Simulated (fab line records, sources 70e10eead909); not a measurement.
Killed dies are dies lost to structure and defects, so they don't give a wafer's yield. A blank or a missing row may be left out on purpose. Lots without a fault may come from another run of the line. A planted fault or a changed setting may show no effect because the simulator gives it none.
fab line records | flow nand_harc
record lots=14 wafers=42 last_day=25
route steps=1159 shown A_CONTACT@842 A_M1@1058 A_BONDPAD@1082 HYBRID_BOND@1094 END@1159
lots that met no fault: from a run of the same line without faults
start_h: hours from the record's first day to the start of the lot's first wafer shown | wait_h: hours since the lot's step before | " the same as in the row above | L1.1+2: a row that stands for several wafers | - no value, or no start given | * or withheld: withheld | < > ~ a bound
route shown NAME@n: a module of which the file shows steps, and the number in the route of the first | usual: mean/standard deviation of fault-free wafers | same: alike in all rows | chamber/n: place in a boat | sites: the reading at each site | _std_site: their standard deviation | _edge_site: outer sites' mean less inner sites' | radius_mm: how far each site lies from the wafer's centre | mask NAME#n: copy n | behind: the tool/chamber that last shaped the wafer | hold: why the lot was held/for how many hours/how that ended | device: the transistor (n, p or np) that didn't switch | end of line: the same wafers' tests at the end of the route | a step without rows: its recipe alone | killed: dies lost to structure and defects at the first sort, not the wafer's yield | map: a wafer's dies, x killed, . not, _ none there
set.NAME: the setting as run; set.NAME@STEP: as run at that earlier step | model.NAME: the simulator's own value behind a step, which no gauge read
steps of the route over a sample of lots; a table a step, a row a wafer
services: from which hour (start_h, from the record's first day; less than 0 if before it) a tool's chamber was out of use, for how many hours, and why
## steps
# step NHARC_A_CONTACT_DEP_28
# recipe target_thk_a=36000 temp_c=400 material=aC
# usual throttle_valve_pct=34.999/0.0082
# columns lot.wafer tool chamber start_h wait_h throttle_valve_pct
L320.1 acl_dep-01 0 376.85 0.9 34.998
L320.5 " 0 378.32 2.4 34.989
L320.6 " 0 " " 35.014
L318.2 acl_dep-02 0 377.17 1.7 34.987
L318.5 " 0 378.28 2.8 34.996
L318.6 " 0 " " 34.981
L319.1 acl_dep-01 0 380.45 0.1 35.012
L319.2 " 0 " " 35.002
L319.5 " 0 381.92 1.5 34.986
L317.1 acl_dep-02 0 386.00 0.5 34.995
L317.3 " 0 " " 34.997
L317.4 " 0 " " 35.002
L321.1 acl_dep-03 0 387.41 0.1 34.994
L321.4 " 0 388.52 1.2 34.996
L321.5 " 0 " " 35.015
L324.1 acl_dep-03 0 398.74 1.0 34.986
L324.2 " 0 " " 35.005
L324.4 " 0 " " 34.999
L326.1 acl_dep-03 0 423.97 0.1 34.995
L326.4 " 0 425.09 1.2 34.988
L326.5 " 0 " " 35.004
L325.2 acl_dep-02 0 424.43 0.4 34.995
L325.5 " 0 425.53 1.5 34.998
L325.6 " 0 " " 34.996
L335.2 acl_dep-02 0 472.89 0.4 35.001
L335.5 " 0 474.00 1.5 35.012
L335.6 " 0 " " 34.996
L334.4 acl_dep-01 0 473.25 1.1 34.989
L334.5 " 0 " " 34.992
L334.6 " 0 " " 35.015
L339.4 acl_dep-03 0 494.46 1.2 34.998
L339.5 " 0 " " 34.997
L339.6 " 0 " " 35.002
L338.1 acl_dep-03 0 497.47 2.9 35.010
L338.2 " 0 " " 35.002
L338.6 " 0 499.31 4.7 35.004
L337.2 acl_dep-02 0 498.10 0.5 34.992
L337.3 " 0 " " 34.999
L337.4 " 0 " " 34.997
L340.2 acl_dep-03 0 507.59 1.1 35.008
L340.5 " 0 508.69 2.2 34.998
L340.6 " 0 " " 34.991
# step NHARC_A_M1_DEP_33
# recipe target_thk_a=300 temp_c=370 target_thk_nm=30 pressure_torr=3 flow_sccm=200 rf_w=450 material=SiCN
# usual heater_power_w=606/88
# columns lot.wafer tool chamber start_h wait_h heater_power_w
L320.1 pecvd-04 2 415.98 0.1 768
L320.6 " 0 " " 508
L320.5 " 2 " " 745
L318.2 pecvd-04 2 416.77 0.1 709
L318.5 " 2 " " 685
L318.6 " 1 " " 589
L319.1 pecvd-04 2 419.12 0.1 782
L319.2 " 1 " " 602
L319.5 " 0 " " 524
L317.1 pecvd-04 2 419.84 0.1 786
L317.3 " 0 " " 499
L317.4 " 2 " " 769
L321.1 pecvd-02 2 423.78 0.1 531
L321.4 " 1 " " 682
L321.5 " 0 " " 619
L324.2 pecvd-01 1 437.70 0.1 571
L324.4 " 2 " " 551
L326.4 pecvd-04 0 463.47 0.2 542
L326.5 " 2 " " 788
L325.2 pecvd-02 1 469.27 0.1 715
L325.5 " 2 " " 549
L325.6 " 0 " " 590
L335.2 pecvd-02 1 508.96 0.1 717
L335.5 " 2 " " 500
L335.6 " 0 " " 587
L334.6 pecvd-02 0 509.80 0.2 610
L334.4 " 1 " " 641
L334.5 " 2 " " 503
L338.2 pecvd-01 2 531.47 0.1 602
L338.1 " 1 " " 661
L338.6 " 0 " " 663
L339.5 pecvd-04 0 535.68 0.2 517
L339.4 " 1 " " 573
L339.6 " 2 " " 631
L337.2 pecvd-04 0 538.37 0.1 507
L337.3 " 1 " " 580
L337.4 " 2 " " 707
L340.2 pecvd-04 0 543.64 0.1 468
L340.6 " 0 " " 480
L340.5 " 2 " " 732
# step NHARC_A_BONDPAD_DEGAS_25
# recipe temp_c=300 time_s=60
# usual heater_power_w=456/45
# columns lot.wafer tool chamber start_h wait_h heater_power_w
L320.1 pvd_sputter-02 - 418.92 - 454
L320.6 " - " " 471
L320.5 " - " " 454
L318.2 pvd_sputter-01 - 419.74 - 528
L318.6 " - " " 419
L318.5 " - " " 397
L319.1 pvd_sputter-01 - 422.48 - 455
L319.2 " - " " 536
L319.5 " - " " 422
L317.4 pvd_sputter-03 - 422.77 - 408
L317.1 " - " " 397
L317.3 " - " " 463
L321.4 pvd_sputter-03 - 426.69 - 403
L321.1 " - " " 403
L321.5 " - " " 455
L324.2 pvd_sputter-03 - 440.61 - 456
L324.4 " - " " 468
L326.4 pvd_sputter-02 - 466.28 - 560
L326.5 " - " " 539
L325.2 pvd_sputter-02 - 472.18 - 500
L325.6 " - " " 481
L325.5 " - " " 453
L335.2 pvd_sputter-03 - 511.85 - 461
L335.6 " - " " 435
L335.5 " - " " 463
L334.4 pvd_sputter-01 - 512.49 - 530
L334.5 " - " " 453
L334.6 " - " " 541
L338.1 pvd_sputter-03 - 534.36 - 471
L338.2 " - " " 398
L338.6 " - " " 464
L339.4 pvd_sputter-01 - 539.09 - 526
L339.6 " - " " 408
L339.5 " - " " 477
L337.3 pvd_sputter-01 - 541.48 - 445
L337.2 " - " " 382
L337.4 " - " " 537
L340.2 pvd_sputter-02 - 546.49 - 447
L340.5 " - " " 441
L340.6 " - " " 540
# step NHARC_HYBRID_BOND_ACTIVATE_00
# recipe time_s=60 n2_flow_sccm=200 ar_flow_sccm=0 bias_power_w=0 chemistry=N2
# usual drypump_motor_current_A=5.9/0.42 oes_product_au=1.006/0.0074 rf_vpp_V=64.0/0.92 showerhead_plenum_p_Torr=1.77/0.057
# columns lot.wafer tool chamber start_h wait_h drypump_motor_current_A oes_product_au rf_hours_counter_h rf_vpp_V showerhead_plenum_p_Torr
L320.1 rie_diel-12 2 420.75 0.1 6.2 1.006 3 65.5 1.85
L320.6 " 3 " " 5.9 1.008 - 63.6 1.79
L320.5 " 0 " " 6.4 1.011 - 63.5 1.70
L318.2 rie_diel-12 3 421.54 0.1 5.9 0.998 3 64.4 1.79
L318.6 " 2 " " 6.1 1.009 - 63.5 1.85
L318.5 " 3 " " 5.9 1.015 - 64.3 1.79
L319.1 rie_diel-12 2 424.26 0.1 6.2 1.005 4 66.3 1.85
L319.2 " 0 " " 6.3 1.018 4 63.2 1.70
L319.5 " 2 " " 6.2 1.010 - 64.2 1.85
L317.3 rie_diel-12 2 424.49 0.1 6.2 1.000 4 64.7 1.85
L317.1 " 3 " " 5.9 0.995 4 63.1 1.79
L317.4 " 0 " " 6.3 1.010 4 63.6 1.70
L321.1 rie_diel-12 3 428.54 0.1 6.0 1.012 4 64.6 1.79
L321.4 " 0 " " 6.4 1.026 4 63.2 1.70
L321.5 " 3 " " 6.0 1.023 - 64.1 1.79
L324.2 rie_diel-12 2 442.35 0.1 6.2 0.999 6 65.4 1.85
L324.4 " 0 " " 6.3 1.010 6 64.2 1.70
L326.4 rie_diel-06 0 467.98 0.1 6.2 0.993 16 63.4 1.78
L326.5 " 1 " " 5.7 1.010 - 63.9 1.74
L325.2 rie_diel-12 1 474.18 0.1 5.2 1.011 8 64.7 1.73
L325.6 " 1 " " 5.2 1.017 - 63.3 1.73
L325.5 " 2 " " 6.2 1.009 - 65.1 1.85
L335.2 rie_diel-12 1 513.63 0.1 5.2 1.006 12 63.2 1.73
L335.6 " 1 " " 5.2 0.996 - 61.9 1.73
L335.5 " 3 " " 6.0 1.010 - 63.8 1.78
L334.6 rie_diel-12 1 514.38 0.1 5.2 1.002 - 62.8 1.73
L334.5 " 2 " " 6.2 1.004 - 64.9 1.85
L334.4 " 3 " " 5.9 0.994 - 64.0 1.78
L338.2 rie_diel-06 3 536.77 0.1 6.1 1.005 46 64.5 1.78
L338.1 " 2 " " 5.4 1.003 39 63.6 1.69
L338.6 " 0 " " 6.2 1.001 - 64.8 1.77
L339.4 rie_diel-12 1 540.78 0.1 5.2 0.993 16 65.0 1.72
L339.6 " 2 " " 6.2 0.997 - 63.8 1.85
L339.5 " 3 " " 6.0 1.000 - 64.6 1.78
L337.3 rie_diel-06 0 543.19 0.1 6.2 1.004 43 63.8 1.77
L337.4 " 1 " " 5.7 1.005 43 65.0 1.73
L337.2 " 2 " " 5.4 0.998 42 63.7 1.69
L340.2 rie_diel-12 2 548.22 0.1 6.2 0.997 16 65.1 1.85
L340.5 " 0 " " 6.3 1.011 - 65.5 1.69
L340.6 " 1 " " 5.1 1.008 - 63.6 1.72
# step NHARC_END_SORT_01
# recipe temp_c=25
# usual killed_at_array=29/11 killed_at_other=0.5/0.8 killed_at_periphery=3.5/2.8 killed_dies=33/12 killed_open=3.1/1.8 killed_short=1.8/1.4
# same gross_dies=677
# columns lot.wafer tool chamber start_h wait_h killed_at_array killed_at_other killed_at_periphery killed_dies killed_open killed_short
L324.1 prober-01 0 486.22 2.5 664 0 4 668 1 3
L324.2 prober-01 0 487.03 2.8 31 0 1 32 0 4
L324.4 prober-01 0 488.64 3.4 30 0 6 36 3 0
L326.1 prober-01 0 498.34 2.5 671 0 2 673 2 4
L326.4 prober-01 0 500.71 3.4 33 0 8 41 1 0
L326.5 prober-01 0 501.50 3.7 46 0 3 49 3 3
# killed by level:class
L324.1 A_CONTACT:area_dep=637 A_SGD_CUT:chamber_film_flake=11 A_SLIT:chamber_film_flake=9 P_M0:geometric_particle:short=2 P_ZERO_WELL:chamber_film_flake=2 A_ZERO_WELL:chamber_film_flake=2 A_STAIRCASE:chamber_film_flake=2 A_SGD_CUT:geometric_particle:open=1
L324.2 A_SLIT:chamber_film_flake=8 A_CONTACT:chamber_film_flake=7 A_CHANNEL_HOLE_D1:chamber_film_flake=5 A_SGD_CUT:chamber_film_flake=4 A_STAIRCASE:chamber_film_flake=2 A_ONON_D1:geometric_particle:short=1 A_CHANNEL_HOLE_D1:geometric_particle:short=1 A_WL_FILL:geometric_particle:short=1
L324.4 A_SLIT:chamber_film_flake=13 A_CONTACT:chamber_film_flake=5 A_ZERO_WELL:chamber_film_flake=3 A_SGD_CUT:chamber_film_flake=3 P_ZERO_WELL:chamber_film_flake=2 P_STI:chamber_film_flake=2 A_CHANNEL_HOLE_D1:chamber_film_flake=2 A_STAIRCASE:chamber_film_flake=2
L326.1 A_CONTACT:area_dep=634 A_CHANNEL_HOLE_D1:chamber_film_flake=15 A_SLIT:chamber_film_flake=12 A_ONON_D1:geometric_particle:short=2 P_STI:geometric_particle:short=1 A_CHANNEL_HOLE_D1:geometric_particle:short=1 A_CONTACT:geometric_particle:open=1 A_M0:geometric_particle:open=1
L326.4 A_SLIT:chamber_film_flake=17 A_CHANNEL_HOLE_D1:chamber_film_flake=10 P_STI:chamber_film_flake=5 P_GATE:chamber_film_flake=3 A_ZERO_WELL:chamber_film_flake=2 A_STAIRCASE:chamber_film_flake=2 A_CONTACT:geometric_particle:open=1 A_CONTACT:chamber_film_flake=1
L326.5 A_CHANNEL_HOLE_D1:chamber_film_flake=19 A_SLIT:chamber_film_flake=16 A_CONTACT:chamber_film_flake=4 P_GATE:chamber_film_flake=2 A_CHANNEL_FILL_D1:geometric_particle:open=1 A_CHANNEL_FILL_D1:geometric_particle:short=1 A_WL_FILL:geometric_particle:short=1 A_CONTACT:geometric_particle:short=1
## services
# columns tool chamber start_h hours kind
rie_diel-12 0 358.40 - clean
rie_diel-12 1 358.40 - clean
pecvd-04 - 376.36 13.0 pm
rie_diel-12 - 379.40 9.0 pm
pecvd-01 2 381.36 6.8 repair
pvd_sputter-02 - 392.00 10.0 pm
rie_diel-12 3 398.60 5.4 repair
acl_dep-03 - 405.21 13.0 pm
pecvd-01 - 418.33 13.0 pm
rie_diel-06 - 418.74 9.0 pm
pvd_sputter-01 - 428.03 5.5 repair
pecvd-04 1 432.72 5.4 repair
pvd_sputter-03 - 458.09 10.0 pm
pecvd-01 2 466.83 5.4 repair
acl_dep-01 - 482.35 13.0 pm
pecvd-02 - 493.03 0.6 repair
rie_diel-06 2 498.54 2.2 repair
rie_diel-06 2 510.94 10.1 repair
rie_diel-12 0 511.65 4.0 repair
pvd_sputter-01 - 514.00 10.0 pm
pecvd-02 - 515.00 13.0 pm
acl_dep-03 - 517.60 11.3 repair
acl_dep-02 - 531.91 13.0 pm
rie_diel-06 1 544.54 35.0 repair
## key
first_sign step=NHARC_END_SORT_01 reading=killed_at_array direction=up sigmas=56 usual=29 struck=668
effect step=NHARC_END_SORT_01 reading=killed_dies direction=up sigmas=53 usual=33 struck=670
more_kills_born_at NHARC_A_CONTACT_DEP_28@acl_dep-03=1271
met_at NHARC_A_CONTACT_DEP_28
struck_lots L324,L326
struck_wafers L324.1,L326.1
later_rows_left_out L324.1,L326.1
tester_left_out L324,L326
not_acting_at NHARC_A_M1_DEP_33,NHARC_A_BONDPAD_DEGAS_25,NHARC_HYBRID_BOND_ACTIVATE_00
fault kind=process_parameter_drift tool=acl_dep-03 chamber=- onset_h=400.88 steps=NHARC_A_CONTACT_DEP_28 channel=target_thk_a offset=* shape=step end_h=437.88 scope=struck_wafers_only acts_in=* stated=*
# tester_left_out: of these lots the tester's yield and bins aren't shown, on N5 and GAA mostly nor the transistor test; their killed dies are dies lost to structure and defects alone, not to doping, threshold or leakage, so they don't give the yield
# later_rows_left_out: the simulator's readings of these wafers behind a module that went badly wrong aren't trusted and aren't shown, but for the sort
